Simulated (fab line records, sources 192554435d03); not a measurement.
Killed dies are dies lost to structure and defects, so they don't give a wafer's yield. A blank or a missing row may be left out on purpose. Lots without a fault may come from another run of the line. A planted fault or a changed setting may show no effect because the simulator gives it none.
Which tool did it? | flow n5_finfet | 24 lots, 72 wafers sampled, at 6 steps of a route of 1938

WHAT THE GAUGES READ, wafer by wafer
N5_BEOL_M2_CD_MEAS_35: target cd 18 nm, target cd y 22.2 nm.
lot  | measured     | on        | cd_nm (nm)
L074 | day 6 20:23  | cd_sem-01 | 18.12 18.43 18.06
L075 | day 7 05:36  | cd_sem-02 | 18.28 17.72 18.34
L076 | day 7 10:29  | cd_sem-01 | 18.11 18.14 18.08
L078 | day 7 10:35  | cd_sem-02 | 18.06 18.24 18.24
L077 | day 7 13:36  | cd_sem-01 | 18.26 18.27 18.23
L079 | day 7 22:56  | cd_sem-03 | 18.02 18.36 18.21
L080 | day 8 13:31  | cd_sem-01 | 18.03 18.16 17.95
L081 | day 9 09:05  | cd_sem-01 | 18.07 18.20 18.34
L082 | day 9 14:48  | cd_sem-03 | 18.52 18.20 17.84
L083 | day 9 16:05  | cd_sem-02 | 17.86 18.16 17.57
L084 | day 9 23:52  | cd_sem-03 | 18.01 18.33 18.13
L087 | day 10 03:37 | cd_sem-03 | 18.50 17.85 17.90
L086 | day 10 05:45 | cd_sem-02 | 18.01 18.13 18.03
L085 | day 10 16:21 | cd_sem-02 | 17.46 17.18 17.34
L088 | day 10 16:21 | cd_sem-01 | 18.17 18.13 17.74
L089 | day 10 21:06 | cd_sem-02 | 17.82 18.55 18.17
L090 | day 11 00:38 | cd_sem-03 | 17.84 17.95 18.13
L092 | day 11 05:50 | cd_sem-01 | 18.76 18.57 18.32
L091 | day 11 07:15 | cd_sem-01 | 17.95 17.74 17.97
L093 | day 11 17:18 | cd_sem-01 | 17.60 18.02 18.00
L094 | day 12 05:49 | cd_sem-01 | 17.97 18.63 18.25
L095 | day 12 10:47 | cd_sem-02 | 18.22 18.07 18.34
L096 | day 12 15:43 | cd_sem-01 | 17.93 18.26 18.09
L097 | day 12 23:29 | cd_sem-02 | 17.77 17.35 17.69

N5_BEOL_M2_THK_MEAS_53: measures by xrf.
lot  | measured     | on            | M2_THK (nm)
L074 | day 7 01:10  | film_metro-01 | 39.6 40.6 40.0
L075 | day 7 09:32  | film_metro-02 | 38.4 38.4 39.1
L076 | day 7 14:14  | film_metro-01 | 37.9 37.6 39.3
L078 | day 7 14:15  | film_metro-02 | 40.1 40.3 40.2
L077 | day 7 16:53  | film_metro-01 | 40.5 39.8 39.6
L079 | day 8 02:47  | film_metro-01 | 39.9 40.2 40.1
L080 | day 8 18:01  | film_metro-02 | 39.2 38.2 39.5
L081 | day 9 12:38  | film_metro-02 | 37.0 38.7 38.4
L082 | day 9 20:39  | film_metro-02 | 39.4 37.9 40.7
L083 | day 9 20:10  | film_metro-02 | 39.4 39.0 39.3
L084 | day 10 03:53 | film_metro-02 | 36.9 38.3 39.2
L087 | day 10 08:42 | film_metro-02 | 39.3 38.9 38.1
L086 | day 10 09:53 | film_metro-01 | 40.2 41.2 40.4
L085 | day 10 21:43 | film_metro-02 | 39.1 38.9 39.2
L088 | day 10 21:56 | film_metro-01 | 40.4 39.6 39.0
L089 | day 11 00:49 | film_metro-01 | 39.9 39.6 39.5
L090 | day 11 04:50 | film_metro-02 | 38.8 38.7 39.5
L092 | day 11 10:14 | film_metro-01 | 38.0 42.0 38.9
L091 | day 11 11:26 | film_metro-02 | 38.4 39.3 40.6
L093 | day 11 20:57 | film_metro-02 | 38.6 37.4 37.1
L094 | day 12 09:16 | film_metro-01 | 41.7 40.4 41.0
L095 | day 12 14:20 | film_metro-02 | 39.2 40.9 38.4
L096 | day 12 19:08 | film_metro-01 | 40.1 40.9 38.2
L097 | day 13 02:46 | film_metro-01 | 38.8 40.6 40.4

WHICH TOOL RAN EACH LOT (tool, then ch and the chambers of the sampled wafers, then the start)
lot  | N5_BEOL_M2_SPUTTER_79        | N5_BEOL_M2_SPUTTER_88        | N5_BEOL_M2_SPUTTER_90        | N5_BEOL_M2_ANNEAL_91
L074 | pvd_sputter-01, day 6 22:50  | pvd_sputter-01, day 6 23:29  | pvd_sputter-01, day 6 23:43  | pvd_sputter-01, day 6 23:47
L075 | pvd_sputter-02, day 7 07:13  | pvd_sputter-02, day 7 07:52  | pvd_sputter-02, day 7 08:05  | pvd_sputter-02, day 7 08:10
L076 | pvd_sputter-02, day 7 11:53  | pvd_sputter-02, day 7 12:33  | pvd_sputter-02, day 7 12:46  | pvd_sputter-02, day 7 12:51
L078 | pvd_sputter-03, day 7 11:55  | pvd_sputter-03, day 7 12:34  | pvd_sputter-03, day 7 12:47  | pvd_sputter-03, day 7 12:52
L077 | pvd_sputter-01, day 7 14:32  | pvd_sputter-01, day 7 15:12  | pvd_sputter-01, day 7 15:25  | pvd_sputter-01, day 7 15:30
L079 | pvd_sputter-01, day 8 00:26  | pvd_sputter-01, day 8 01:06  | pvd_sputter-01, day 8 01:19  | pvd_sputter-01, day 8 01:24
L080 | pvd_sputter-03, day 8 14:31  | pvd_sputter-03, day 8 15:23  | pvd_sputter-03, day 8 15:50  | pvd_sputter-03, day 8 15:59
L081 | pvd_sputter-01, day 9 10:19  | pvd_sputter-01, day 9 10:58  | pvd_sputter-01, day 9 11:11  | pvd_sputter-01, day 9 11:16
L082 | pvd_sputter-03, day 9 16:42  | pvd_sputter-03, day 9 18:01  | pvd_sputter-03, day 9 18:28  | pvd_sputter-03, day 9 18:37
L083 | pvd_sputter-01, day 9 17:21  | pvd_sputter-01, day 9 18:01  | pvd_sputter-01, day 9 18:14  | pvd_sputter-01, day 9 18:19
L084 | pvd_sputter-02, day 10 01:23 | pvd_sputter-02, day 10 02:02 | pvd_sputter-02, day 10 02:16 | pvd_sputter-02, day 10 02:20
L087 | pvd_sputter-02, day 10 06:07 | pvd_sputter-02, day 10 06:46 | pvd_sputter-02, day 10 06:59 | pvd_sputter-02, day 10 07:04
L086 | pvd_sputter-03, day 10 07:32 | pvd_sputter-03, day 10 08:12 | pvd_sputter-03, day 10 08:25 | pvd_sputter-03, day 10 08:30
L085 | pvd_sputter-01, day 10 19:23 | pvd_sputter-01, day 10 20:02 | pvd_sputter-01, day 10 20:16 | pvd_sputter-01, day 10 20:20
L088 | pvd_sputter-02, day 10 19:31 | pvd_sputter-02, day 10 20:10 | pvd_sputter-02, day 10 20:23 | pvd_sputter-02, day 10 20:28
L089 | pvd_sputter-01, day 10 22:29 | pvd_sputter-01, day 10 23:08 | pvd_sputter-01, day 10 23:22 | pvd_sputter-01, day 10 23:26
L090 | pvd_sputter-01, day 11 02:24 | pvd_sputter-01, day 11 03:04 | pvd_sputter-01, day 11 03:17 | pvd_sputter-01, day 11 03:22
L092 | pvd_sputter-03, day 11 07:32 | pvd_sputter-03, day 11 08:11 | pvd_sputter-03, day 11 08:25 | pvd_sputter-03, day 11 08:29
L091 | pvd_sputter-01, day 11 09:06 | pvd_sputter-01, day 11 09:46 | pvd_sputter-01, day 11 09:59 | pvd_sputter-01, day 11 10:04
L093 | pvd_sputter-03, day 11 18:37 | pvd_sputter-03, day 11 19:17 | pvd_sputter-03, day 11 19:30 | pvd_sputter-03, day 11 19:35
L094 | pvd_sputter-03, day 12 06:52 | pvd_sputter-03, day 12 07:32 | pvd_sputter-03, day 12 07:45 | pvd_sputter-03, day 12 07:50
L095 | pvd_sputter-01, day 12 11:58 | pvd_sputter-01, day 12 12:38 | pvd_sputter-01, day 12 12:51 | pvd_sputter-01, day 12 12:56
L096 | pvd_sputter-01, day 12 16:49 | pvd_sputter-01, day 12 17:28 | pvd_sputter-01, day 12 17:41 | pvd_sputter-01, day 12 17:46
L097 | pvd_sputter-03, day 13 00:26 | pvd_sputter-03, day 13 01:06 | pvd_sputter-03, day 13 01:19 | pvd_sputter-03, day 13 01:24
- N5_BEOL_M2_SPUTTER_79: material Cu, target thk 4.5 nm, time 8.29 s.
- N5_BEOL_M2_SPUTTER_88: material Cu, target thk 4.5 nm, time 8.29 s.
- N5_BEOL_M2_SPUTTER_90: material Cu, target thk 4.5 nm, time 8.29 s.
- N5_BEOL_M2_ANNEAL_91: time 240 s.

WHAT THE TOOLS THEMSELVES READ (means of the sampled wafers that have a number; where no wafer has one, the mark that the record gives instead)
N5_BEOL_M2_SPUTTER_79.
lot  | tool           | throttle_valve_pct (%)
L074 | pvd_sputter-01 | 30.8
L075 | pvd_sputter-02 | 30.0
L076 | pvd_sputter-02 | 29.8
L078 | pvd_sputter-03 | 29.4
L077 | pvd_sputter-01 | 31.2
L079 | pvd_sputter-01 | 29.8
L080 | pvd_sputter-03 | 30.3
L081 | pvd_sputter-01 | 30.2
L082 | pvd_sputter-03 | 29.8
L083 | pvd_sputter-01 | 30.5
L084 | pvd_sputter-02 | 29.7
L087 | pvd_sputter-02 | 30.0
L086 | pvd_sputter-03 | 29.6
L085 | pvd_sputter-01 | 30.0
L088 | pvd_sputter-02 | 29.7
L089 | pvd_sputter-01 | 31.0
L090 | pvd_sputter-01 | 30.7
L092 | pvd_sputter-03 | 29.0
L091 | pvd_sputter-01 | 30.3
L093 | pvd_sputter-03 | 30.3
L094 | pvd_sputter-03 | 29.1
L095 | pvd_sputter-01 | 29.4
L096 | pvd_sputter-01 | 30.1
L097 | pvd_sputter-03 | 29.6

N5_BEOL_M2_SPUTTER_88.
lot  | tool           | throttle_valve_pct (%)
L074 | pvd_sputter-01 | 30.7
L075 | pvd_sputter-02 | 29.8
L076 | pvd_sputter-02 | 29.9
L078 | pvd_sputter-03 | 29.3
L077 | pvd_sputter-01 | 31.3
L079 | pvd_sputter-01 | 29.7
L080 | pvd_sputter-03 | 30.3
L081 | pvd_sputter-01 | 30.0
L082 | pvd_sputter-03 | 29.9
L083 | pvd_sputter-01 | 30.4
L084 | pvd_sputter-02 | 29.7
L087 | pvd_sputter-02 | 29.9
L086 | pvd_sputter-03 | 29.7
L085 | pvd_sputter-01 | 29.8
L088 | pvd_sputter-02 | 29.8
L089 | pvd_sputter-01 | 30.8
L090 | pvd_sputter-01 | 30.7
L092 | pvd_sputter-03 | 29.1
L091 | pvd_sputter-01 | 30.1
L093 | pvd_sputter-03 | 30.3
L094 | pvd_sputter-03 | 29.0
L095 | pvd_sputter-01 | 29.4
L096 | pvd_sputter-01 | 30.2
L097 | pvd_sputter-03 | 29.4

N5_BEOL_M2_SPUTTER_90.
lot  | tool           | throttle_valve_pct (%)
L074 | pvd_sputter-01 | 30.8
L075 | pvd_sputter-02 | 29.8
L076 | pvd_sputter-02 | 29.7
L078 | pvd_sputter-03 | 29.2
L077 | pvd_sputter-01 | 31.2
L079 | pvd_sputter-01 | 29.8
L080 | pvd_sputter-03 | 30.5
L081 | pvd_sputter-01 | 30.1
L082 | pvd_sputter-03 | 29.9
L083 | pvd_sputter-01 | 30.2
L084 | pvd_sputter-02 | 29.9
L087 | pvd_sputter-02 | 29.9
L086 | pvd_sputter-03 | 29.6
L085 | pvd_sputter-01 | 29.8
L088 | pvd_sputter-02 | 29.8
L089 | pvd_sputter-01 | 30.9
L090 | pvd_sputter-01 | 30.6
L092 | pvd_sputter-03 | 29.0
L091 | pvd_sputter-01 | 30.1
L093 | pvd_sputter-03 | 30.3
L094 | pvd_sputter-03 | 28.9
L095 | pvd_sputter-01 | 29.4
L096 | pvd_sputter-01 | 30.2
L097 | pvd_sputter-03 | 29.6

N5_BEOL_M2_ANNEAL_91.
lot  | tool           | heater_power_w (W)
L074 | pvd_sputter-01 | 814
L075 | pvd_sputter-02 | 946
L076 | pvd_sputter-02 | 873
L078 | pvd_sputter-03 | 823
L077 | pvd_sputter-01 | 849
L079 | pvd_sputter-01 | 805
L080 | pvd_sputter-03 | 801
L081 | pvd_sputter-01 | 796
L082 | pvd_sputter-03 | 791
L083 | pvd_sputter-01 | 796
L084 | pvd_sputter-02 | 888
L087 | pvd_sputter-02 | 932
L086 | pvd_sputter-03 | 778
L085 | pvd_sputter-01 | 810
L088 | pvd_sputter-02 | 885
L089 | pvd_sputter-01 | 805
L090 | pvd_sputter-01 | 783
L092 | pvd_sputter-03 | 825
L091 | pvd_sputter-01 | 805
L093 | pvd_sputter-03 | 804
L094 | pvd_sputter-03 | 803
L095 | pvd_sputter-01 | 777
L096 | pvd_sputter-01 | 778
L097 | pvd_sputter-03 | 846

THE ANSWER, worked out from the rows above alone
Rule: what is usual is taken from the lots themselves. Put in order of their means at a reading, lots are off if they are a third of the lots or fewer, leave a main group of 4 or more, and stand apart from it by a gap of 3 or more times the standard deviation of the main group's means; of several such gaps the widest counts. A main group whose means are all the same, to the digits that the tables above print for the reading, isn't used. A lot without any number at a reading at which 4 lots or more have one is off too. The other lots that the step has rows for count as sound. The gauges are gone through in route order, then the tools' own readings, and for those a lot's mean is taken as printed above. The first step at which some lot is off is used, and at that step the reading that is off furthest; a lot without a number counts as furthest.
No lot is off at any reading shown: from this, nothing can be told.

WHAT THE SIMULATOR HAD PUT IN
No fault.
